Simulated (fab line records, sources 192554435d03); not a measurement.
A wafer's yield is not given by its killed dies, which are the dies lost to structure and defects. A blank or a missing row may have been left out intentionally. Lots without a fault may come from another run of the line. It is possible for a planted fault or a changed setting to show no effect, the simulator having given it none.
Problem report in the 8D (eight disciplines) form, filled by code | flow n5-finfet | the parts of the form that need people (team, actions taken, sign-off) are left out

1. WHAT IS WRONG
At N5_BEOL_M7_VIA_ETCH_34, rf-fwd-power-W averages 259.5 W over 3 wafers from 2 lots, while fault-free wafers read 341.6 W, standard deviation 1.4. That puts it -59 standard deviations away from the usual mean.
The step: etches SiCOH lowk in C4F6/O2, target depth 125.5 nm, time 50.5 s.
First seen on wafer L532.6, day 12 20:34, on rie-diel-01. The record holds 18 wafers of 6 lots with a number at this step. By rule, "out" or "out of limits" means more than 4 standard deviations away from the usual mean. All remaining wafers that have a number are taken as sound.

2. WHAT THIS IS AND IS NOT
question                    | is                       | is not
which readings at this step | rf-fwd-power-W, rf-vpp-V | drypump-motor-current-A, oes-product-au, showerhead-plenum-p-Torr, throttle-valve-pct
which lots                  | L532, L534               | L520, L523, L538, L542
which wafers of those lots  | L532.6, L534.2, L534.5   | L532.4, L532.5, L534.3
read on which tools         | rie-diel-01              | rie-diel-03
when                        | from day 12 20:34        | up to then (8 sound wafers); but 7 sound wafers of L534, L538, L542 came after

3. SUSPECTS, AND WHAT RULES EACH OUT
Counting: if a tool at a process step up to the reading ran every lot that is out, it stays a suspect. Sound lots after the first of them don't rule it out here, since some wafers of a struck lot are sound.
- rie-diel-01 at N5_BEOL_M7_DESCUM_33 (chemistry O2, time 7 s): kept. Ran every lot that is out, first one L532 (day 12 20:23); last sound lot up to then L523 (day 10 01:07).
- rie-diel-01 at N5_BEOL_M7_ETCH_72 (etches underlayer in N2/H2, target depth 6.5 nm, time 5.2 s): kept. Ran every lot that is out, first one L532 (day 12 20:25); last sound lot up to then L523 (day 10 01:09).
- rie-diel-01 at N5_BEOL_M7_ETCH_65 (etches SiARC in CF4, target depth 15.6 nm, time 26 s): kept. Ran every lot that is out, first one L532 (day 12 20:26); last sound lot up to then L523 (day 10 01:10).
- rie-diel-01 at N5_BEOL_M7_ETCH_66 (etches SOC in N2/H2, target depth 80 nm, overetch 16 nm, time 120 s): kept. Ran every lot that is out, first one L532 (day 12 20:28); last sound lot up to then L523 (day 10 01:12).
- rie-diel-01 at N5_BEOL_M7_VIA_ETCH_34 (etches SiCOH lowk in C4F6/O2, target depth 125.5 nm, time 50.5 s): kept. Ran every lot that is out, first one L532 (day 12 20:34); last sound lot up to then L523 (day 10 01:18). Its own rf-fwd-power-W, rf-vpp-V readings are out on those wafers.
- In rie-diel-01 at N5_BEOL_M7_DESCUM_33, the wafers that are out were processed in chamber 0 and their sound lot-mates in chambers 1, 2, 3.
- In rie-diel-01 at N5_BEOL_M7_ETCH_72, the wafers that are out were processed in chamber 0 and their sound lot-mates in chambers 1, 2, 3.
- In rie-diel-01 at N5_BEOL_M7_ETCH_65, the wafers that are out were processed in chamber 0 and their sound lot-mates in chambers 1, 2, 3.
- In rie-diel-01 at N5_BEOL_M7_ETCH_66, the wafers that are out were processed in chamber 0 and their sound lot-mates in chambers 1, 2, 3.
- In rie-diel-01 at N5_BEOL_M7_VIA_ETCH_34, the wafers that are out were processed in chamber 0 and their sound lot-mates in chambers 1, 2, 3.
Left after counting: rie-diel-01 at N5_BEOL_M7_DESCUM_33, rie-diel-01 at N5_BEOL_M7_ETCH_72, rie-diel-01 at N5_BEOL_M7_ETCH_65, rie-diel-01 at N5_BEOL_M7_ETCH_66, rie-diel-01 at N5_BEOL_M7_VIA_ETCH_34.

4. THE CAUSE (what the simulator had put in)
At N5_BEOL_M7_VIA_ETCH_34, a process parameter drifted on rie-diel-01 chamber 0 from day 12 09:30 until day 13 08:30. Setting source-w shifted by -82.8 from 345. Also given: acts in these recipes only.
This tool is one of the 5 suspects left after counting.

5. SEQUENCE OF EFFECTS, ordered by route
Rows list readings where the struck wafers' mean (over those with a number) sits beyond 3 standard deviations from the usual. Only readings whose record carries a usual standard deviation are examined. hours: median over the lots of the time between each lot's start at the first step of this table that gives one and its start at this step. sigmas: the change, counted in usual standard deviations.
hours | step                   | reading        | usual     | on struck wafers | change | sigmas
0     | N5_BEOL_M7_VIA_ETCH_34 | oes_f_703_au   | 0.80 a.u. | 0.57             | -0.23  | -3.3
0     | N5_BEOL_M7_VIA_ETCH_34 | rf-fwd-power-W | 341.6 W   | 259.5            | -82.1  | -59
0     | N5_BEOL_M7_VIA_ETCH_34 | rf-vpp-V       | 667 V     | 769              | +102   | +20
Its process steps:
- N5_BEOL_M7_VIA_ETCH_34: etches SiCOH lowk in C4F6/O2, target depth 125.5 nm, time 50.5 s.

6. WHAT WOULD HAVE CAUGHT IT SOONER
In this record no reading fell out of limits until day 12 20:34, 11 hours after the fault had begun at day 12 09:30.
